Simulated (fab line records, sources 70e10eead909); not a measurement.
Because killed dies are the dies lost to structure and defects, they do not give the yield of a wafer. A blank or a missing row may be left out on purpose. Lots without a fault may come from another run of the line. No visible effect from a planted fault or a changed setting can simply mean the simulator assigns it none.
Shared-tool check -- flow nand_harc -- 2 lots and 2 wafers in the sample

REASON FOR OPENING
Flagged at NHARC_END_SORT_01: reading killed_at_periphery, on 2 of 2 lots. Wafers without a fault read 2.9, standard deviation 2.
Rule: flag the lot when none of its wafers has a number, or when each of its wafers that has one lies beyond 4 standard deviations from that mean. All remaining lots are regarded as sound.

lot,measured,on,"killed_at_periphery, wafer by wafer",flag
L963,day 25 04:35,prober-01,34,FLAGGED
L962,day 26 03:12,prober-02,27,FLAGGED
The numbers of the flagged lots are 30.5 on average: +27.6 against the usual, or +14 standard deviations.

LOT BY LOT: THE TOOL USED
The record holds 5 process steps before the reading, out of a route of 1159 steps. Read each cell as the tool, then ch plus the chambers that the sampled wafers visited, then the start.
lot,flag,NHARC_P_CONTACT_DESCUM_17,NHARC_P_CONTACT_ETCH_18,NHARC_P_CONTACT_DEGAS_38,NHARC_P_CONTACT_CMP_24,NHARC_P_M0_DESCUM_14
L963,FLAGGED,"rie_diel-12 ch 1, day 10 05:11","rie_diel-12 ch 3, day 10 05:43","pvd_sputter-03, day 10 07:02","cmp-01 ch 3, day 10 10:03","rie_diel-11 ch 2, day 10 14:26"
L962,FLAGGED,"rie_diel-12 ch 1, day 10 05:36","rie_diel-12 ch 3, day 10 06:34","pvd_sputter-03, day 10 07:53","cmp-02 ch 1, day 10 15:14","rie_diel-01 ch 2, day 10 19:46"
What the steps here do:
- NHARC_P_CONTACT_DESCUM_17: chemistry O2, time 3 s.
- NHARC_P_CONTACT_ETCH_18: etches the open film in C4F8/O2/Ar, target depth 481 nm, time 240.5 s.
- NHARC_P_CONTACT_DEGAS_38: time 60 s.
- NHARC_P_CONTACT_CMP_24: polishes, t overpolish 30 s, target thk 200 nm.
- NHARC_P_M0_DESCUM_14: chemistry O2, time 3 s.
- NHARC_END_SORT_01

FLAGGED OVER TOTAL, TOOL BY TOOL (the gauges that took the reading come last)
step,tool,lots run,flagged,share of the flagged lots,sound lots run after its first flagged lot
NHARC_P_CONTACT_DESCUM_17,rie_diel-12,2,2,all,0
NHARC_P_CONTACT_ETCH_18,rie_diel-12,2,2,all,0
NHARC_P_CONTACT_DEGAS_38,pvd_sputter-03,2,2,all,0
NHARC_P_CONTACT_CMP_24,cmp-01,1,1,some,0
NHARC_P_CONTACT_CMP_24,cmp-02,1,1,some,0
NHARC_P_M0_DESCUM_14,rie_diel-01,1,1,some,0
NHARC_P_M0_DESCUM_14,rie_diel-11,1,1,some,0
NHARC_END_SORT_01,prober-01,1,1,some,0
NHARC_END_SORT_01,prober-02,1,1,some,0

WHAT IS ALLOWED BY THE TABLE
rie_diel-12 at NHARC_P_CONTACT_DESCUM_17, rie_diel-12 at NHARC_P_CONTACT_ETCH_18 and pvd_sputter-03 at NHARC_P_CONTACT_DEGAS_38: these 3 rows of the table ran every flagged lot.
- rie_diel-12 at NHARC_P_CONTACT_DESCUM_17: 2 of its 2 lots flagged. No sound lot ran on it before its first flagged lot in this sample; the start therefore can't be narrowed down.
- rie_diel-12 at NHARC_P_CONTACT_ETCH_18: 2 of its 2 lots flagged. No sound lot ran on it before its first flagged lot in this sample; the start therefore can't be narrowed down.
- pvd_sputter-03 at NHARC_P_CONTACT_DEGAS_38: 2 of its 2 lots flagged. No sound lot ran on it before its first flagged lot in this sample; the start therefore can't be narrowed down.
Because each of these 2 tools fits a fault that began at some hour, counting lots does not separate them. More lots, or a look at what each step does to the wafer, might.

WHAT THE SIMULATOR HAD PUT IN
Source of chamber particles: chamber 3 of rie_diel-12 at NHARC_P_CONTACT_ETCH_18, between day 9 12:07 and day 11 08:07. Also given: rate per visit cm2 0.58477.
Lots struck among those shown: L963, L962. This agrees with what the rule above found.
